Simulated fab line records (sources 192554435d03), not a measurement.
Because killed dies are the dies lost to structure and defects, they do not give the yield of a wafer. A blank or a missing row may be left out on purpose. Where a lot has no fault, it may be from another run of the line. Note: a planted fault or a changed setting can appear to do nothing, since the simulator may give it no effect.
Chamber matching :: flow n5-finfet :: N5_BEOL_M0_ETCH_128 on rie-diel-06: 4 sister chambers
The step etches SiCN in CF4/N2, target depth 12 nm, overetch 5.1 nm, time 21.4 s. 8 wafers are shown with their chamber, then 8 later ones without.

== WAFERS, EACH WITH ITS CHAMBER ==
wafer: L078.4
chamber: 2
showerhead-plenum-p-Torr (Torr): 2.12
oes-product-au (a.u.): 0.54

wafer: L078.5
chamber: 0
showerhead-plenum-p-Torr (Torr): 2.21
oes-product-au (a.u.): 0.51

wafer: L083.1
chamber: 1
showerhead-plenum-p-Torr (Torr): 2.33
oes-product-au (a.u.): 0.58

wafer: L083.4
chamber: 0
showerhead-plenum-p-Torr (Torr): 2.20
oes-product-au (a.u.): 0.50

wafer: L083.5
chamber: 1
showerhead-plenum-p-Torr (Torr): 2.33
oes-product-au (a.u.): 0.60

wafer: L084.2
chamber: 2
showerhead-plenum-p-Torr (Torr): 2.12
oes-product-au (a.u.): 0.53

wafer: L084.6
chamber: 3
showerhead-plenum-p-Torr (Torr): 2.09
oes-product-au (a.u.): 0.48

wafer: L085.3
chamber: 3
showerhead-plenum-p-Torr (Torr): 2.09
oes-product-au (a.u.): 0.47

== WAFERS WHOSE CHAMBER IS MISSING ==
wafer: L085.5
showerhead-plenum-p-Torr (Torr): 2.20
oes-product-au (a.u.): 0.51

wafer: L085.6
showerhead-plenum-p-Torr (Torr): 2.09
oes-product-au (a.u.): 0.47

wafer: L086.1
showerhead-plenum-p-Torr (Torr): 2.20
oes-product-au (a.u.): 0.50

wafer: L086.5
showerhead-plenum-p-Torr (Torr): 2.33
oes-product-au (a.u.): 0.58

wafer: L086.6
showerhead-plenum-p-Torr (Torr): 2.20
oes-product-au (a.u.): 0.50

wafer: L089.1
showerhead-plenum-p-Torr (Torr): 2.11
oes-product-au (a.u.): 0.52

wafer: L089.4
showerhead-plenum-p-Torr (Torr): 2.20
oes-product-au (a.u.): 0.51

wafer: L089.6
showerhead-plenum-p-Torr (Torr): 2.20
oes-product-au (a.u.): 0.50

== WHICH CHAMBER EACH WENT THROUGH ==
wafer: L085.5
from the rows above: 0
in truth: 0

wafer: L085.6
from the rows above: 3
in truth: 3

wafer: L086.1
from the rows above: 0
in truth: 0

wafer: L086.5
from the rows above: 1
in truth: 1

wafer: L086.6
from the rows above: 0
in truth: 0

wafer: L089.1
from the rows above: 2
in truth: 2

wafer: L089.4
from the rows above: 0
in truth: 0

wafer: L089.6
from the rows above: 0
in truth: 0
8 of 8 placed correctly. From these rows, 0 cannot be placed. Placed wrongly: 0.
How it was worked out, from the rows above alone: a wafer's distance from a chamber is the root of the sum, over the readings, of the square of ((its reading less the chamber's mean) divided by the reading's scatter). The wafer belongs to the nearest chamber; if the next one is less than 2 further off, it can't be placed. The mean given for a chamber averages the wafers shown for that chamber. The scatter is the square root of a quotient: the sum, over the shown wafers, of each reading's squared deviation from its chamber's mean, divided by wafers minus chambers.
